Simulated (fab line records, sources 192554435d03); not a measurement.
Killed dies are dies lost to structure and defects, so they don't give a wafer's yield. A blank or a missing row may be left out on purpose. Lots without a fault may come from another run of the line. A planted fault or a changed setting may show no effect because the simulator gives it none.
fab line records | flow n5_finfet
record lots=5 wafers=15 last_day=17
route steps=1938 shown MOL_CONTACT_COAG@587
lots that met no fault: from a run of the same line without faults
start_h: hours from the record's first day to the start of the lot's first wafer shown | wait_h: hours since the lot's step before | " the same as in the row above | L1.1+2: a row that stands for several wafers | - no value, or no start given | * or withheld: withheld | < > ~ a bound
route shown NAME@n: a module of which the file shows steps, and the number in the route of the first | usual: mean/standard deviation of fault-free wafers | same: alike in all rows | chamber/n: place in a boat | sites: the reading at each site | _std_site: their standard deviation | _edge_site: outer sites' mean less inner sites' | radius_mm: how far each site lies from the wafer's centre | mask NAME#n: copy n | behind: the tool/chamber that last shaped the wafer | hold: why the lot was held/for how many hours/how that ended | device: the transistor (n, p or np) that didn't switch | end of line: the same wafers' tests at the end of the route | a step without rows: its recipe alone | killed: dies lost to structure and defects at the first sort, not the wafer's yield | map: a wafer's dies, x killed, . not, _ none there
set.NAME: the setting as run; set.NAME@STEP: as run at that earlier step | model.NAME: the simulator's own value behind a step, which no gauge read
lots at some steps of the route; a table a step, a row a wafer
services: from which hour (start_h, from the record's first day; less than 0 if before it) a tool's chamber was out of use, for how many hours, and why
## steps
# step N5_MOL_CONTACT_COAG_STRIP_96
# recipe chemistry=N2/H2 power_w=500 temp_c=40 pressure_mtorr=50 rf_frequency_hz=6e+07 overash_fraction=0.3 bias_power_w=28 h2_frac=0.5 n2_flow_sccm=300 h2_flow_sccm=300
# usual drypump_motor_current_A=5.60/0.29 oes_product_au=0.78/0.072 rf_vpp_V=122.3/1.1 showerhead_plenum_p_Torr=3.41/0.092 temp_c=40.01/0.12 throttle_valve_pct=19.0/0.47
# columns lot.wafer tool chamber start_h wait_h drypump_motor_current_A oes_product_au rf_hours_counter_h rf_vpp_V showerhead_plenum_p_Torr temp_c throttle_valve_pct
L078.3 rie_diel-06 1 127.29 0.0 5.60 0.71 210 122.2 3.44 40.33 19.2
L078.5 " 0 " " 5.92 0.84 - 120.8 3.27 39.93 18.3
L078.6 " 1 " " 5.64 0.70 - 121.7 3.44 39.99 19.2
L087.3 rie_diel-06 2 174.77 0.0 5.52 0.83 77 121.5 3.40 39.90 18.7
L087.4 " 0 " " 5.93 0.84 74 122.3 3.26 40.00 18.3
L087.6 " 2 " " 5.52 0.82 - 120.2 3.40 39.92 18.7
L089.2 rie_diel-01 1 186.78 0.0 5.48 0.76 177 122.0 3.49 39.85 19.0
L089.3 " 3 " " 5.49 0.88 42 123.1 3.29 39.97 18.9
L089.5 " 0 " " 5.77 0.86 - 123.9 3.57 40.09 18.7
L092.1 rie_diel-01 3 206.26 0.0 5.50 0.87 50 123.6 3.29 40.19 18.9
L092.3 " 0 " " 5.74 0.85 67 124.5 3.56 39.78 18.7
L092.6 " 3 " " 5.51 0.87 - 121.6 3.29 40.09 18.9
L094.1 rie_diel-01 0 224.63 0.0 5.73 0.83 74 121.9 3.56 39.97 18.7
L094.2 " 1 " " 5.48 0.74 192 121.4 3.49 40.13 19.1
L094.3 " 2 " " 5.68 0.68 247 122.3 3.45 40.03 19.8
# step N5_MOL_CONTACT_COAG_ETCH_47
# recipe chemistry=CH3F/O2 target=SiNx target_depth_a=270 mask_material=SiO2 stop_on=W over_etch_frac=0.2 ion_energy_ev=120 endpoint=OES-CN pressure_mtorr=30 source_w=395 bias_w=73 Ar_flow_sccm=150 CH3F_flow_sccm=30 O2_flow_sccm=20 ends=end_point
# usual drypump_motor_current_A=5.59/0.29 etch_rf_on_time_s=31.4/0.59 oes_o_777_au=0.78/0.069 oes_product_au=0.69/0.063 rf_vpp_V=297/5.8 showerhead_plenum_p_Torr=2.03/0.053 throttle_valve_pct=16.4/0.31
# columns lot.wafer tool chamber start_h wait_h drypump_motor_current_A etch_rf_on_time_s oes_o_777_au oes_product_au rf_hours_counter_h rf_vpp_V showerhead_plenum_p_Torr throttle_valve_pct
L078.3 rie_diel-06 1 127.33 0.0 5.59 32.3 0.74 0.63 210 289 2.05 16.7
L078.5 " 0 " " 5.90 31.3 0.87 0.77 - 292 1.94 16.0
L078.6 " 1 " " 5.61 31.6 0.74 0.65 - 292 2.05 16.7
L087.3 rie_diel-06 2 174.81 0.0 5.50 30.9 0.83 0.73 77 303 2.02 16.3
L087.4 " 0 " " 5.91 31.3 0.85 0.75 74 292 1.93 16.1
L087.6 " 2 " " 5.49 31.2 0.82 0.74 - 303 2.02 16.3
L089.2 rie_diel-01 1 186.82 0.0 5.45 31.1 0.77 0.68 177 299 2.07 16.5
L089.3 " 3 " " 5.51 31.7 0.86 0.78 42 298 1.96 16.0
L089.5 " 0 " " 5.74 30.6 0.87 0.77 - 299 2.10 15.9
L092.1 rie_diel-01 3 206.30 0.0 5.52 31.4 0.84 0.77 50 297 1.96 16.0
L092.3 " 0 " " 5.70 30.9 0.87 0.75 67 298 2.10 15.9
L092.6 " 3 " " 5.49 31.5 0.85 0.77 - 297 1.96 16.0
L094.1 rie_diel-01 0 224.67 0.0 5.73 30.5 0.86 0.76 74 299 2.10 15.9
L094.2 " 1 " " 5.48 30.7 0.75 0.67 192 298 2.07 16.5
L094.3 " 2 " " 5.69 32.0 0.68 0.60 247 302 2.05 16.8
# step N5_MOL_CONTACT_COAG_STRIP_119
# recipe chemistry=N2/H2 time_s=30 power_w=1000 temp_c=250 pressure_mtorr=withheld n2_flow_sccm=1750 h2_flow_sccm=3250
# usual drypump_motor_current_A=5.74/0.14 heater_power_w=358/18 temp_c=249.97/0.19
# columns lot.wafer tool chamber start_h wait_h drypump_motor_current_A heater_power_w rf_hours_counter_h temp_c
L078.3 plasma_asher-01 1 127.43 0.1 5.66 342 - 249.70
L078.5 " 1 " " 5.63 334 - 249.76
L078.6 " 0 " " 5.88 373 - 250.10
L087.3 plasma_asher-02 0 174.91 0.1 5.84 355 - 250.17
L087.4 " 1 " " 5.56 344 - 250.23
L087.6 " 0 " " 5.83 359 - 250.05
L089.2 plasma_asher-01 1 186.91 0.1 5.64 331 58 249.95
L089.3 " 0 " " 5.95 392 - 249.75
L089.5 " 1 " " 5.65 335 - 250.15
L092.1 plasma_asher-02 1 206.38 0.1 5.56 363 111 249.94
L092.3 " 0 " " 5.88 353 - 249.90
L092.6 " 1 " " 5.57 349 - 250.03
L094.1 plasma_asher-02 1 224.75 0.1 5.55 368 114 249.79
L094.2 " 0 " " 5.84 357 114 249.92
L094.3 " 1 " " 5.56 349 - 249.95
# step N5_MOL_CONTACT_COAG_PRECLEAN_144
# recipe chemistry=alkaline_clean temp_c=60 time_s=60 do_ppb=50
# usual bath_guard_temp_C=60.0/0.51 do_ppb=50.1/0.49 temp_c=60.00/0.11
# columns lot.wafer tool chamber start_h wait_h bath_guard_temp_C do_ppb temp_c
L078.3 wet_bench-01 2 127.61 0.2 60.1 49.7 59.99
L078.5 " 5 " " 60.2 49.6 59.94
L078.6 " 7 " " 60.2 48.8 60.03
L087.3 wet_bench-01 1 174.98 0.0 59.7 48.8 59.84
L087.4 " 4 " " 59.5 50.4 59.87
L087.6 " 3 " " 59.6 50.6 59.92
L089.2 wet_bench-01 3 186.99 0.1 59.6 49.7 60.24
L089.3 " 2 " " 59.8 49.4 59.98
L089.5 " 7 " " 60.0 50.1 59.99
L092.1 wet_bench-06 3 206.47 0.1 59.8 50.0 59.97
L092.3 " 5 " " 59.3 50.1 59.93
L092.6 " 0 " " 60.3 49.5 60.04
L094.1 wet_bench-01 7 224.83 0.1 60.6 49.6 60.06
L094.2 " 1 " " 60.0 50.1 60.09
L094.3 " 0 " " 59.8 50.2 60.11
# step N5_MOL_CONTACT_COAG_SRD_145
# recipe dry=ipa_marangoni time_s=30 temp_c=23 rinse_liquid=diw
# usual temp_c=22.99/0.11
# columns lot.wafer tool chamber start_h wait_h temp_c
L078.3 wet_bench-01 2 127.63 0.0 22.72
L078.5 " 5 " " 22.77
L078.6 " 7 " " 23.00
L087.3 wet_bench-01 1 175.02 0.0 22.96
L087.4 " 4 " " 22.99
L087.6 " 3 " " 22.95
L089.2 wet_bench-01 3 187.01 0.0 22.95
L089.3 " 2 " " 23.01
L089.5 " 7 " " 22.88
L092.1 wet_bench-06 3 206.51 0.0 23.00
L092.3 " 5 " " 22.90
L092.6 " 0 " " 22.97
L094.1 wet_bench-01 7 224.85 0.0 23.08
L094.2 " 1 " " 22.98
L094.3 " 0 " " 22.78
# step N5_MOL_CONTACT_COAG_CD_MEAS_137
# recipe target_cd_nm=16
# usual cd_nm=15.9/0.31
# columns lot.wafer tool chamber start_h wait_h cd_nm
L078.3 cd_sem-03 - 127.68 0.0 16.2
L078.5 " - " " 16.1
L078.6 " - " " 15.9
L087.3 cd_sem-01 - 175.08 0.0 16.1
L087.4 " - " " 16.3
L087.6 " - " " 16.5
L089.2 cd_sem-02 - 187.05 0.0 16.1
L089.3 " - " " 16.1
L089.5 " - " " 16.1
L092.1 cd_sem-03 - 206.57 0.0 16.0
L092.3 " - " " 16.0
L092.6 " - " " 15.9
L094.1 cd_sem-03 - 224.89 0.0 16.0
L094.2 " - " " 15.6
L094.3 " - " " 16.0
# step N5_MOL_CONTACT_COAG_COAT_62
# recipe resist=SOC temp_c=250 time_s=60 spin_rpm=1500 resist_thk_nm=60
# columns lot.wafer tool chamber start_h wait_h
L078.3+5+6 litho_track-01 0 127.72 0.0
L087.3+4+6 litho_track-01 0 175.11 0.0
L089.2+3+5 litho_track-04 0 187.09 0.0
L092.1+3+6 litho_track-04 0 206.60 0.0
L094.1+2+3 litho_track-03 0 224.93 0.0
# step N5_MOL_CONTACT_COAG_COAT_63
# recipe resist=SiARC temp_c=220 time_s=60 spin_rpm=1500 resist_thk_nm=10
# columns lot.wafer tool chamber start_h wait_h
L078.3+5+6 litho_track-01 0 - -
L087.3+4+6 litho_track-01 0 - -
L089.2+3+5 litho_track-04 0 - -
L092.1+3+6 litho_track-04 0 - -
L094.1+2+3 litho_track-03 0 - -
# step N5_MOL_CONTACT_COAG_COAT_64
# recipe resist=underlayer temp_c=205 time_s=60 spin_rpm=1500 resist_thk_nm=10
# columns lot.wafer tool chamber start_h wait_h
L078.3+5+6 litho_track-01 0 - -
L087.3+4+6 litho_track-01 0 - -
L089.2+3+5 litho_track-04 0 - -
L092.1+3+6 litho_track-04 0 - -
L094.1+2+3 litho_track-03 0 - -
# step N5_MOL_CONTACT_COAG_COAT_34
# recipe resist=CAR-EUV spin_rpm=1500 resist_thk_nm=40
# columns lot.wafer tool chamber start_h wait_h
L078.3+5+6 litho_track-01 0 - -
L087.3+4+6 litho_track-01 0 - -
L089.2+3+5 litho_track-04 0 - -
L092.1+3+6 litho_track-04 0 - -
L094.1+2+3 litho_track-03 0 - -
# step N5_MOL_CONTACT_COAG_EBR_36
# recipe solvent=PGMEA ebr_width_mm=1.5
# columns lot.wafer tool chamber start_h wait_h
L078.3+5+6 litho_track-01 0 - -
L087.3+4+6 litho_track-01 0 - -
L089.2+3+5 litho_track-04 0 - -
L092.1+3+6 litho_track-04 0 - -
L094.1+2+3 litho_track-03 0 - -
# step N5_MOL_CONTACT_COAG_SOFTBAKE_35
# recipe temp_c=110 time_s=60 resist=CAR-EUV
# columns lot.wafer tool chamber start_h wait_h
L078.3+5+6 litho_track-01 0 - -
L087.3+4+6 litho_track-01 0 - -
L089.2+3+5 litho_track-04 0 - -
L092.1+3+6 litho_track-04 0 - -
L094.1+2+3 litho_track-03 0 - -
# step N5_MOL_CONTACT_COAG_EXPOSE_37
# recipe mask_id=VD na=0.33 source_shape=annular sigma_inner=0.3 sigma_outer=0.7 polarization=unpolarized defocus_nm=0 dose_mj=62
# usual stage_msd_nm=0.89/0.04
# same sigma_inner=0.3
# columns lot.wafer tool chamber start_h wait_h mask stage_msd_nm
L078.3 euv_scanner-02 0 128.00 - VD#0 0.94
L078.5 " 0 " " VD#0 0.94
L078.6 " 0 " " VD#0 0.93
L087.3 euv_scanner-01 0 175.39 - VD#0 0.85
L087.4 " 0 " " VD#0 0.85
L087.6 " 0 " " VD#0 0.85
L089.2 euv_scanner-02 0 187.36 - VD#0 0.93
L089.3 " 0 " " VD#0 0.93
L089.5 " 0 " " VD#0 0.93
L092.1 euv_scanner-02 0 206.74 - VD#0 0.93
L092.3 " 0 " " VD#0 0.93
L092.6 " 0 " " VD#0 0.93
L094.1 euv_scanner-01 0 225.07 - VD#0 0.86
L094.2 " 0 " " VD#0 0.86
L094.3 " 0 " " VD#0 0.86
# step N5_MOL_CONTACT_COAG_PEB_38
# recipe peb_temp_c=100 peb_time_s=60 resist=CAR-EUV
# columns lot.wafer tool chamber start_h wait_h
L078.3+5+6 litho_track-04 0 128.06 0.1
L087.3+4+6 litho_track-04 0 175.45 0.1
L089.2+3+5 litho_track-04 0 187.43 0.1
L092.1+3+6 litho_track-03 0 206.82 0.1
L094.1+2+3 litho_track-04 0 225.14 0.1
# step N5_MOL_CONTACT_COAG_DEVELOP_39
# recipe develop_time_s=30 developer=TMAH resist=CAR-EUV rinse_liquid=surfactant_rinse dry=air_spin dev_temp_c=23
# columns lot.wafer tool chamber start_h wait_h
L078.3+5+6 litho_track-04 0 - -
L087.3+4+6 litho_track-04 0 - -
L089.2+3+5 litho_track-04 0 - -
L092.1+3+6 litho_track-03 0 - -
L094.1+2+3 litho_track-04 0 - -
# step N5_MOL_CONTACT_COAG_CD_MEAS_40
# recipe target_cd_nm=25.1 landing_energy_ev=500 detector=se_inlens polarity=opening
# usual cd_nm=25.13/0.23
# columns lot.wafer tool chamber start_h wait_h cd_nm
L078.3 cd_sem-03 0 128.12 - 25.72
L078.5 " 0 " " 25.18
L078.6 " 0 " " 25.31
L087.3 cd_sem-03 0 175.52 - 25.24
L087.4 " 0 " " 25.11
L087.6 " 0 " " 25.38
L089.2 cd_sem-01 0 187.50 - 25.48
L089.3 " 0 " " 25.10
L089.5 " 0 " " 25.07
L092.1 cd_sem-01 0 206.89 - 25.25
L092.3 " 0 " " 25.12
L092.6 " 0 " " 24.97
L094.1 cd_sem-02 0 225.21 - 25.31
L094.2 " 0 " " 24.80
L094.3 " 0 " " 24.77
# step N5_MOL_CONTACT_COAG_OVL_MEAS_41
# recipe points_per_wafer=522
# usual VD_OVL=-0.2/0.66
# columns lot.wafer tool chamber start_h wait_h VD_OVL[nm]
L078.3 overlay-02 0 128.16 0.0 -0.2
L078.5 " 0 " " -0.6
L078.6 " 0 " " -0.7
L087.3 overlay-01 0 175.56 0.0 1.1
L087.4 " 0 " " 0.4
L087.6 " 0 " " -0.2
L089.2 overlay-02 0 187.53 0.0 -1.1
L089.3 " 0 " " 0.7
L089.5 " 0 " " -0.4
L092.1 overlay-01 0 206.92 0.0 -0.7
L092.3 " 0 " " -0.4
L092.6 " 0 " " -0.5
L094.1 overlay-01 0 225.24 0.0 0.0
L094.2 " 0 " " -0.7
L094.3 " 0 " " 0.6
# step N5_MOL_CONTACT_COAG_INSPECT_42
# recipe mode=adi inspect_instrument=brightfield
# usual raw_defect_count=211/58
# columns lot.wafer tool chamber start_h wait_h raw_defect_count
L078.3 defect_inspect-02 - 128.21 0.0 121
L078.5 " - " " 239
L078.6 " - " " 169
L087.3 defect_inspect-01 - 175.61 0.0 193
L087.4 " - " " 224
L087.6 " - " " 208
L089.2 defect_inspect-01 - 187.58 0.0 157
L089.3 " - " " 127
L089.5 " - " " 306
L092.1 defect_inspect-01 - 206.97 0.1 214
L092.3 " - " " 134
L092.6 " - " " 131
L094.1 defect_inspect-01 - 225.30 0.1 267
L094.2 " - " " 353
L094.3 " - " " 269
# step N5_MOL_CONTACT_COAG_DESCUM_45
# recipe chemistry=O2 time_s=7 source_power_w=50 bias_power_w=20 pressure_mtorr=20 rf_frequency_hz=2.712e+07 temp_c=40 resist=CAR-EUV o2_flow_sccm=225
# usual drypump_motor_current_A=5.6/0.34 oes_product_au=0.78/0.071 rf_vpp_V=243.6/1.2 showerhead_plenum_p_Torr=2.12/0.058 temp_c=40.01/0.1 throttle_valve_pct=20.5/0.31
# columns lot.wafer tool chamber start_h wait_h drypump_motor_current_A oes_product_au rf_hours_counter_h rf_vpp_V showerhead_plenum_p_Torr temp_c throttle_valve_pct
L078.3 rie_diel-03 0 128.24 0.0 5.3 0.71 231 243.0 2.16 39.92 20.9
L078.5 " 1 " " 5.8 0.79 - 242.6 2.14 39.93 20.5
L078.6 " 2 " " 6.3 0.74 - 244.1 2.11 40.10 20.6
L087.3 rie_diel-01 3 175.64 0.0 5.5 0.89 38 241.4 2.04 39.94 20.0
L087.4 " 1 " " 5.5 0.76 174 244.0 2.17 39.96 20.6
L087.6 " 3 " " 5.5 0.89 - 241.6 2.03 40.06 20.0
L089.2 rie_diel-03 2 187.72 0.1 6.2 0.72 207 242.3 2.10 39.97 20.7
L089.3 " 1 " " 5.8 0.78 120 243.0 2.13 39.94 20.5
L089.5 " 2 " " 6.3 0.72 - 242.4 2.10 40.08 20.6
L092.1 rie_diel-06 2 207.01 0.0 5.5 0.82 87 243.0 2.09 39.90 20.4
L092.3 " 3 " " 5.1 0.71 189 243.2 2.18 40.16 21.0
L092.6 " 3 " " 5.1 0.70 - 244.5 2.18 40.00 20.9
L094.1 rie_diel-06 1 225.33 0.0 5.6 0.70 243 244.9 2.13 39.98 20.8
L094.2 " 2 " " 5.5 0.80 95 244.0 2.09 39.93 20.4
L094.3 " 3 " " 5.1 0.70 196 246.1 2.18 39.91 21.0
# step N5_MOL_CONTACT_COAG_ETCH_65
# recipe chemistry=N2/H2 target=underlayer target_depth_a=130 mask_material=CAR-EUV time_s=10.4 ion_energy_ev=200 pressure_mtorr=30 source_w=840 bias_w=150 n2_flow_sccm=200 h2_flow_sccm=200 ends=cleared
# usual drypump_motor_current_A=5.6/0.35 etch_rf_on_time_s=10.50/0.25 oes_product_au=0.66/0.061 rf_vpp_V=524.8/2 showerhead_plenum_p_Torr=2.57/0.07 throttle_valve_pct=17.87/0.29
# columns lot.wafer tool chamber start_h wait_h drypump_motor_current_A etch_rf_on_time_s oes_product_au rf_hours_counter_h rf_vpp_V showerhead_plenum_p_Torr throttle_valve_pct
L078.3 rie_diel-03 0 128.28 0.0 5.3 10.57 0.59 231 526.1 2.59 18.01
L078.5 " 1 " " 5.8 10.55 0.67 - 524.2 2.55 17.61
L078.6 " 2 " " 6.3 10.87 0.62 - 523.8 2.51 17.74
L087.3 rie_diel-01 3 175.67 0.0 5.5 10.67 0.75 38 523.0 2.49 17.58
L087.4 " 1 " " 5.5 10.32 0.65 174 525.8 2.65 18.05
L087.6 " 3 " " 5.5 10.75 0.75 - 522.5 2.49 17.59
L089.2 rie_diel-03 2 187.76 0.0 6.3 11.01 0.60 207 522.4 2.50 17.74
L089.3 " 1 " " 5.8 10.54 0.66 120 524.8 2.54 17.62
L089.5 " 2 " " 6.3 10.93 0.60 - 523.9 2.50 17.76
L092.1 rie_diel-06 2 207.04 0.0 5.5 10.07 0.70 87 523.1 2.57 17.85
L092.3 " 3 " " 5.1 10.44 0.61 189 527.1 2.64 18.48
L092.6 " 3 " " 5.2 10.36 0.61 - 526.0 2.64 18.44
L094.1 rie_diel-06 1 225.37 0.0 5.6 10.50 0.59 243 526.4 2.59 18.25
L094.2 " 2 " " 5.5 10.30 0.69 95 525.7 2.56 17.85
L094.3 " 3 " " 5.1 10.58 0.60 196 526.0 2.64 18.50
# step N5_MOL_CONTACT_COAG_ETCH_66
# recipe chemistry=CF4 target=SiARC target_depth_a=130 mask_material=CAR-EUV time_s=21.7 ion_energy_ev=80 pressure_mtorr=40 source_w=545 bias_w=36 Ar_flow_sccm=100 cf4_flow_sccm=100 ends=cleared
# usual drypump_motor_current_A=5.6/0.35 etch_rf_on_time_s=21.9/0.55 oes_product_au=0.66/0.06 rf_vpp_V=184.4/1.1 showerhead_plenum_p_Torr=2.17/0.052 throttle_valve_pct=15.66/0.28
# columns lot.wafer tool chamber start_h wait_h drypump_motor_current_A etch_rf_on_time_s oes_product_au rf_hours_counter_h rf_vpp_V showerhead_plenum_p_Torr throttle_valve_pct
L078.3 rie_diel-03 0 128.30 0.0 5.3 22.1 0.59 231 183.8 2.20 16.05
L078.5 " 1 " " 5.8 22.2 0.67 - 183.3 2.17 15.53
L078.6 " 2 " " 6.3 22.8 0.61 - 182.6 2.12 15.66
L087.3 rie_diel-01 3 175.69 0.0 5.5 22.1 0.74 38 183.5 2.10 15.25
L087.4 " 1 " " 5.5 21.1 0.65 174 184.0 2.23 15.82
L087.6 " 3 " " 5.5 22.0 0.75 - 184.3 2.10 15.25
L089.2 rie_diel-03 2 187.78 0.0 6.3 22.5 0.60 207 184.3 2.11 15.72
L089.3 " 1 " " 5.8 21.7 0.66 120 184.3 2.16 15.56
L089.5 " 2 " " 6.3 22.7 0.60 - 184.1 2.11 15.71
L092.1 rie_diel-06 2 207.06 0.0 5.5 21.3 0.70 87 185.2 2.16 15.60
L092.3 " 3 " " 5.1 21.7 0.61 189 185.8 2.23 16.09
L092.6 " 3 " " 5.1 21.6 0.61 - 185.3 2.23 16.10
L094.1 rie_diel-06 1 225.39 0.0 5.6 21.6 0.60 243 185.3 2.18 16.06
L094.2 " 2 " " 5.5 21.4 0.69 95 183.6 2.16 15.62
L094.3 " 3 " " 5.1 21.4 0.61 196 185.5 2.23 16.11
# step N5_MOL_CONTACT_COAG_ALD_133
# recipe material=SiO2 target_thk_a=50 temp_c=100 ald_precursor_family=BDEAS ald_co_reactant=O2-plasma pulse_time_s=1 co_reactant_pulse_time_s=1 purge_time_s=2 co_reactant_purge_time_s=2 ald_cycles=35 pressure_torr=2
# usual heater_power_w=80/5.8 precursor_pulse_height_rel=0.999/0.021
# columns lot.wafer tool chamber start_h wait_h heater_power_w precursor_pulse_height_rel
L078.3 ald_sin-04 2 128.38 0.1 78 0.985
L078.5 " 0 " " 84 0.965
L078.6 " 3 " " 83 0.992
L087.3 ald_sin-03 2 175.77 0.1 72 0.976
L087.4 " 3 " " 82 0.990
L087.6 " 3 " " 82 1.008
L089.2 ald_sin-04 3 187.88 0.1 84 1.017
L089.3 " 1 " " 79 1.031
L089.5 " 2 " " 79 0.963
L092.1 ald_sin-02 3 209.05 2.0 69 0.980
L092.3 " 0 " " 73 0.981
L092.6 " 2 " " 94 1.023
L094.1 ald_sin-04 2 225.47 0.1 79 1.019
L094.2 " 1 " " 77 1.019
L094.3 " 3 " " 82 0.969
# step N5_MOL_CONTACT_COAG_ETCHBACK_134
# recipe chemistry=CHF3 target=SiO2 target_depth_a=100 time_s=6.7 ion_energy_ev=200 pressure_mtorr=30 source_w=610 bias_w=170 Ar_flow_sccm=200 CHF3_flow_sccm=50
# usual drypump_motor_current_A=5.57/0.26 oes_product_au=0.78/0.073 rf_vpp_V=522/10 showerhead_plenum_p_Torr=2.42/0.063 throttle_valve_pct=18.7/0.31
# columns lot.wafer tool chamber start_h wait_h drypump_motor_current_A oes_product_au rf_hours_counter_h rf_vpp_V showerhead_plenum_p_Torr throttle_valve_pct
L078.3 rie_diel-01 2 128.56 0.1 5.69 0.69 213 535 2.45 19.1
L078.5 " 3 " " 5.49 0.92 - 524 2.35 18.4
L078.6 " 2 " " 5.67 0.69 - 533 2.45 19.1
L087.3 rie_diel-01 0 175.95 0.1 5.70 0.87 57 525 2.51 18.3
L087.4 " 3 " " 5.51 0.88 38 525 2.34 18.4
L087.6 " 1 " " 5.47 0.77 - 528 2.46 18.9
L089.2 rie_diel-06 1 188.13 0.2 5.63 0.71 231 512 2.43 19.1
L089.3 " 2 " " 5.51 0.82 82 533 2.40 18.7
L089.5 " 3 " " 5.12 0.71 - 500 2.48 19.2
L092.1 rie_diel-06 2 209.46 0.3 5.50 0.82 88 532 2.40 18.8
L092.3 " 1 " " 5.62 0.70 237 509 2.43 19.1
L092.6 " 3 " " 5.12 0.71 - 496 2.48 19.2
L094.1 rie_diel-03 1 225.65 0.1 5.79 0.76 134 537 2.38 18.6
L094.2 " 0 " " 5.29 0.93 8 527 2.46 18.9
L094.3 " 3 " " 5.15 0.73 179 518 2.37 18.8
# step N5_MOL_CONTACT_COAG_ETCH_67
# recipe chemistry=N2/H2 target=SOC target_depth_a=600 overetch_a=210 mask_material=SiARC temp_c=40 time_s=101.2 ion_energy_ev=200 pressure_mtorr=30 source_w=840 bias_w=150 n2_flow_sccm=200 h2_flow_sccm=200
# usual drypump_motor_current_A=5.58/0.26 oes_product_au=0.66/0.058 rf_vpp_V=525.2/2 showerhead_plenum_p_Torr=2.60/0.077 temp_c=39.99/0.11 throttle_valve_pct=17.9/0.32
# columns lot.wafer tool chamber start_h wait_h drypump_motor_current_A oes_product_au rf_hours_counter_h rf_vpp_V showerhead_plenum_p_Torr temp_c throttle_valve_pct
L078.3 rie_diel-01 2 128.59 0.0 5.67 0.59 213 526.9 2.63 40.04 18.3
L078.5 " 3 " " 5.50 0.77 - 522.5 2.50 40.15 17.5
L078.6 " 2 " " 5.65 0.58 - 527.4 2.63 40.07 18.3
L087.3 rie_diel-01 0 175.99 0.0 5.75 0.71 57 527.0 2.71 40.01 17.6
L087.4 " 3 " " 5.51 0.75 38 520.6 2.49 40.02 17.6
L087.6 " 1 " " 5.46 0.64 - 526.1 2.65 40.08 18.0
L089.2 rie_diel-06 1 188.16 0.0 5.63 0.60 231 527.6 2.60 40.15 18.2
L089.3 " 2 " " 5.52 0.69 82 523.3 2.57 40.00 17.8
L089.5 " 3 " " 5.15 0.60 - 526.2 2.65 40.10 18.4
L092.1 rie_diel-06 2 209.49 0.0 5.49 0.68 88 525.3 2.57 39.91 17.8
L092.3 " 1 " " 5.62 0.59 237 526.5 2.60 39.88 18.2
L092.6 " 3 " " 5.15 0.60 - 525.3 2.64 40.00 18.4
L094.1 rie_diel-03 1 225.68 0.0 5.76 0.64 134 524.4 2.54 40.03 17.6
L094.2 " 0 " " 5.33 0.77 8 525.4 2.57 39.75 17.6
L094.3 " 3 " " 5.17 0.60 179 524.8 2.54 40.05 18.0
# step N5_MOL_CONTACT_COAG_STRIP_68
# recipe chemistry=N2/H2 temp_c=40 n2_flow_sccm=200 h2_flow_sccm=200 rf_frequency_hz=6e+07
# columns lot.wafer tool chamber start_h wait_h
L078.3+5+6 rie_diel-01 2,3,2 128.66 0.0
L087.3+4+6 rie_diel-01 0,3,1 176.06 0.0
L089.2+3+5 rie_diel-06 1,2,3 188.23 0.0
L092.1+3+6 rie_diel-06 2,1,3 209.56 0.0
L094.1+2+3 rie_diel-03 1,0,3 225.75 0.0
# step N5_MOL_CONTACT_COAG_STRIP_69
# recipe chemistry=N2/H2 temp_c=40 n2_flow_sccm=200 h2_flow_sccm=200 rf_frequency_hz=6e+07
# columns lot.wafer tool chamber start_h wait_h
L078.3+5+6 rie_diel-01 2,3,2 128.67 0.0
L087.3+4+6 rie_diel-01 0,3,1 176.07 0.0
L089.2+3+5 rie_diel-06 1,2,3 188.24 0.0
L092.1+3+6 rie_diel-06 2,1,3 209.57 0.0
L094.1+2+3 rie_diel-03 1,0,3 225.76 0.0
# step N5_MOL_CONTACT_COAG_ETCHBACK_136
# recipe chemistry=CHF3 target=SiO2 target_depth_a=250 time_s=16.7 ion_energy_ev=200 pressure_mtorr=30 source_w=610 bias_w=170 Ar_flow_sccm=200 CHF3_flow_sccm=50
# usual drypump_motor_current_A=5.57/0.26 oes_product_au=0.78/0.072 rf_vpp_V=522/10 showerhead_plenum_p_Torr=2.42/0.063 throttle_valve_pct=18.7/0.3
# columns lot.wafer tool chamber start_h wait_h drypump_motor_current_A oes_product_au rf_hours_counter_h rf_vpp_V showerhead_plenum_p_Torr throttle_valve_pct
L078.3 rie_diel-01 2 128.68 0.0 5.69 0.69 213 534 2.45 19.0
L078.5 " 3 " " 5.48 0.91 - 523 2.35 18.4
L078.6 " 2 " " 5.69 0.70 - 534 2.45 19.1
L087.3 rie_diel-01 0 176.08 0.0 5.77 0.86 57 523 2.51 18.3
L087.4 " 3 " " 5.47 0.87 38 524 2.34 18.4
L087.6 " 1 " " 5.48 0.77 - 527 2.46 18.9
L089.2 rie_diel-06 1 188.25 0.0 5.63 0.71 231 511 2.43 19.1
L089.3 " 2 " " 5.50 0.82 82 533 2.40 18.7
L089.5 " 3 " " 5.14 0.71 - 498 2.48 19.2
L092.1 rie_diel-06 2 209.58 0.0 5.51 0.81 88 533 2.40 18.8
L092.3 " 1 " " 5.62 0.71 237 510 2.43 19.1
L092.6 " 3 " " 5.15 0.71 - 499 2.48 19.2
L094.1 rie_diel-03 1 225.77 0.0 5.74 0.76 134 537 2.38 18.6
L094.2 " 0 " " 5.30 0.92 8 525 2.46 18.9
L094.3 " 3 " " 5.13 0.72 179 520 2.37 18.8
# step N5_MOL_CONTACT_COAG_STRIP_120
# recipe chemistry=CHF3 resist=SiARC rf_frequency_hz=6e+07
# columns lot.wafer tool chamber start_h wait_h
L078.3+5+6 rie_diel-01 2,3,2 128.71 0.0
L087.3+4+6 rie_diel-01 0,3,1 176.10 0.0
L089.2+3+5 rie_diel-06 1,2,3 188.27 0.0
L092.1+3+6 rie_diel-06 2,1,3 209.61 0.0
L094.1+2+3 rie_diel-03 1,0,3 225.80 0.0
## services
# columns tool chamber start_h hours kind
rie_diel-01 3 105.08 9.1 repair
euv_scanner-01 - 106.95 0.1 repair
euv_scanner-02 - 107.15 1.0 pm
rie_diel-01 0 113.19 5.2 repair
rie_diel-06 2 113.32 8.0 repair
ald_sin-03 1 114.06 7.8 repair
plasma_asher-02 - 120.05 2.5 pm
euv_scanner-02 - 136.57 0.3 repair
ald_sin-02 - 144.29 6.0 pm
rie_diel-06 2 144.85 12.2 repair
euv_scanner-01 - 145.10 1.0 pm
plasma_asher-02 - 146.20 4.0 pm
euv_scanner-02 - 153.84 4.6 pm
ald_sin-03 - 162.30 6.1 pm
euv_scanner-02 - 163.30 1.0 pm
rie_diel-03 0 170.10 5.9 repair
ald_sin-02 0 173.72 1.7 repair
ald_sin-03 - 177.94 14.0 pm
ald_sin-02 3 187.52 4.0 repair
rie_diel-01 0 198.22 3.0 repair
euv_scanner-01 - 201.22 1.0 pm
ald_sin-03 - 207.83 6.0 pm
euv_scanner-01 - 210.44 4.6 pm
euv_scanner-02 - 219.45 1.0 pm
## key
fault none
